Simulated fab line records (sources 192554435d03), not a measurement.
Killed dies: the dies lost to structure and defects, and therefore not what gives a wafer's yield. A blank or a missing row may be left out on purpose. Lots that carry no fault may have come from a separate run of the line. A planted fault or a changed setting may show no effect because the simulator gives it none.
A struck lot beside a sound one + flow n5_finfet + 14 steps out of a route of 1938
Sound: the wafers L294.4, L294.5, L294.6. Wafers L290.2, L290.5, L290.6 were the ones struck. The cause is named last.
Each step with rows lists, per side, the tool, then ch with its chambers, then its first start. Under that, the readings that differ: sound wafers + struck wafers + difference of the means + sigmas: that difference in standard deviations of wafers without a fault.
alike: words and numbers the same on both sides, and readings whose means are apart by under 2 such deviations; not compared: readings that were withheld, readings missing a value for some wafer, numbers with overlapping values and no deviation given by the record, and bounds like >300 which may hide the same value.
The two part at a step that has a row with sigmas, a row that says differs or no value, or rows on one side only. Numbers that have no deviation but don't overlap get no sigmas and don't part them. A reading missing from all wafers of one side parts the sides only when that side holds two or more wafers.

N5_BEOL_M8_ETCH_62: etches SOC in N2/H2, target depth 110 nm, overetch 22 nm, time 165 s.
  sound on rie_diel-04 ch 0,1, day 13 13:28; struck on rie_diel-04 ch 0,2,3, day 12 09:23
  alike: chamber_pressure_mTorr, drypump_motor_current_A, h2_flow_sccm, oes_product_au, rf_vpp_V, showerhead_plenum_p_Torr, throttle_valve_pct
  not compared: rf_hours_counter_h
then, 1 step without rows for these wafers: N5_BEOL_M8_STRIP_68 (strips in N2/H2).
N5_BEOL_M8_STRIP_67: strips in CF4.
  sound on rie_diel-04 ch 0,1, day 13 13:37; struck on rie_diel-04 ch 0,2,3, day 12 09:32
  alike: chamber_pressure_mTorr, drypump_motor_current_A, oes_product_au, rf_vpp_V, showerhead_plenum_p_Torr, throttle_valve_pct
  not compared: rf_hours_counter_h
N5_BEOL_M8_HM_OPEN_17: chemistry Cl2/BCl3, target TiN, target depth 20 nm, overetch 6 nm.
  sound on rie_metal-01 ch 0,1, day 13 13:41; struck on rie_metal-02 ch 0,1, day 12 09:34
  alike: bcl3_flow_sccm, chamber_pressure_mTorr, drypump_motor_current_A, oes_product_au, throttle_valve_pct
  not compared: rf_hours_counter_h
N5_BEOL_M8_STRIP_19: strips in O2.
  sound on rie_diel-04 ch 0,3, day 13 13:46; struck on rie_diel-03 ch 1,2,3, day 12 09:49
| reading                         | sound          | struck         | difference | sigmas |
|---------------------------------|----------------|----------------|------------|--------|
| oes_product_au (a.u.)           | 0.72 0.71 0.81 | 0.86 0.84 0.99 | +0.15      | +2     |
| showerhead_plenum_p_Torr (Torr) | 1.99 1.99 2.05 | 2.21 2.06 2.23 | +0.16      | +2     |
  alike: chamber_pressure_mTorr, drypump_motor_current_A, o2_flow_sccm, rf_vpp_V, throttle_valve_pct
  not compared: rf_hours_counter_h
N5_BEOL_M8_CD_MEAS_18: pitch 80 nm, target cd 40 nm.
  struck on cd_sem-03, day 12 09:53; sound on cd_sem-03, day 13 13:50
  alike: cd_nm
then, 6 steps without rows for these wafers: N5_BEOL_M8_COAT_63 (time 60 s, resist thk 60 nm); N5_BEOL_M8_COAT_64 (time 60 s, resist thk 12 nm); N5_BEOL_M8_COAT_71 (time 60 s, resist thk 5 nm); N5_BEOL_M8_COAT_22 (resist thk 30 nm); N5_BEOL_M8_EBR_24; N5_BEOL_M8_SOFTBAKE_23 (time 60 s).
N5_BEOL_M8_EXPOSE_25: exposes mask V7, target cd 40 nm.
  struck on euv_scanner-02, day 12 10:46; sound on euv_scanner-02 ch 0, day 13 14:10
  no value came back on the struck wafers for exposure_dose_mJ_cm2, focus_offset_nm (nm), sigma_inner; on the sound wafers exposure_dose_mJ_cm2 reads 42.34 42.31 42.29
  alike: mask
then, 1 step without rows for these wafers: N5_BEOL_M8_PEB_26 (peb time 60 s).

== WHERE THEY PART ==
At N5_BEOL_M8_STRIP_19 first; at N5_BEOL_M8_EXPOSE_25 last (within this record only).

WHY: the cause the simulator had injected
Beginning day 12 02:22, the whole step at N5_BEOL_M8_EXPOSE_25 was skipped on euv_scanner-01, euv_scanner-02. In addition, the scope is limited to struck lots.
